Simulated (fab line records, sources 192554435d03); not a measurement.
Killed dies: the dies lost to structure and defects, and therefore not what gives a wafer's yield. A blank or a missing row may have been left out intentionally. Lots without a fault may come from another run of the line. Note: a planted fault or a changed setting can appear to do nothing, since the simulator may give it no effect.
One fault seen from 2 desks || flow n5Finfet || only its own numbers are on each desk; what lay behind them is given at the end

THE DEFECT DESK
Per lot, the means of the sampled wafers with a number show what the inspections along the route counted. Marked OUT: a lot whose mean sits more than 4 standard deviations from the usual mean, which makes it out of limits; the brackets give that distance.
Columns: A = rawDefectCount at N5_BEOL_M8_INSPECT_30, usual 389
{"lot": "L865", "first seen here": "day 9 10:38", "A": 370}
{"lot": "L869", "first seen here": "day 10 05:09", "A": 278}
{"lot": "L870", "first seen here": "day 11 01:15", "A": 409}
{"lot": "L872", "first seen here": "day 11 07:07", "A": 346}
{"lot": "L874", "first seen here": "day 12 07:44", "A": 461}
{"lot": "L880", "first seen here": "day 13 10:22", "A": 426}
{"lot": "L881", "first seen here": "day 13 15:52", "A": 383}
{"lot": "L882", "first seen here": "day 14 01:16", "A": 552}
{"lot": "L886", "first seen here": "day 15 03:46", "A": 542}
{"lot": "L888", "first seen here": "day 15 05:14", "A": 402}
{"lot": "L887", "first seen here": "day 15 10:29", "A": 357}
Result from this desk: across the 11 lots, nothing is out of limits.

DESK OF THE TOOL OWNER: lithoTrack-01
The tool's own readings at N5_BEOL_M9_COAT_59 (time 60 s, resist thk 100 nm): means of the sampled wafers that have a number, for each lot that ran on this tool. Marked OUT: a lot whose mean sits more than 4 standard deviations from the usual mean, which makes it out of limits; the brackets give that distance.
Columns: A = dispensePressureKPa at N5_BEOL_M9_COAT_59, usual 48.5 kPa; B = spinSpeedRpm at N5_BEOL_M9_COAT_59, usual 1500.0 rpm
{"lot": "L865", "first seen here": "day 9 15:49", "A": 45.3, "B": 1499.9}
{"lot": "L874", "first seen here": "day 12 14:07", "A": 45.2, "B": 1500.0}
{"lot": "L880", "first seen here": "day 13 16:10", "A": 45.2, "B": "1429.9 (-74) OUT"}
{"lot": "L882", "first seen here": "day 14 08:05", "A": 45.3, "B": "1429.5 (-74) OUT"}
Finding of this desk: L880, L882 out of limits; the first was L880 at day 13 16:10, on spinSpeedRpm at N5_BEOL_M9_COAT_59. Within limits: L865, L874.

PUT TOGETHER
The tool owner's desk had the chance to raise an alarm at day 13 16:10 on L880, L882.
Nothing the defect desk looked at was out of limits.
The defect desk has L880, L882 on record, within its limits.
The lots listed all ran N5_BEOL_M9_COAT_59 on lithoTrack-01.

WHAT WAS PUT IN BY THE SIMULATOR
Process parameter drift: lithoTrack-01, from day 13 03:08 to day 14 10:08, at N5_BEOL_M9_COAT_59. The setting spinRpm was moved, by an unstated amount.
Struck lots among those shown: L880, L882.
Delay in hours, fault start to first out-of-limits reading, by desk: the tool owner's desk at 13.
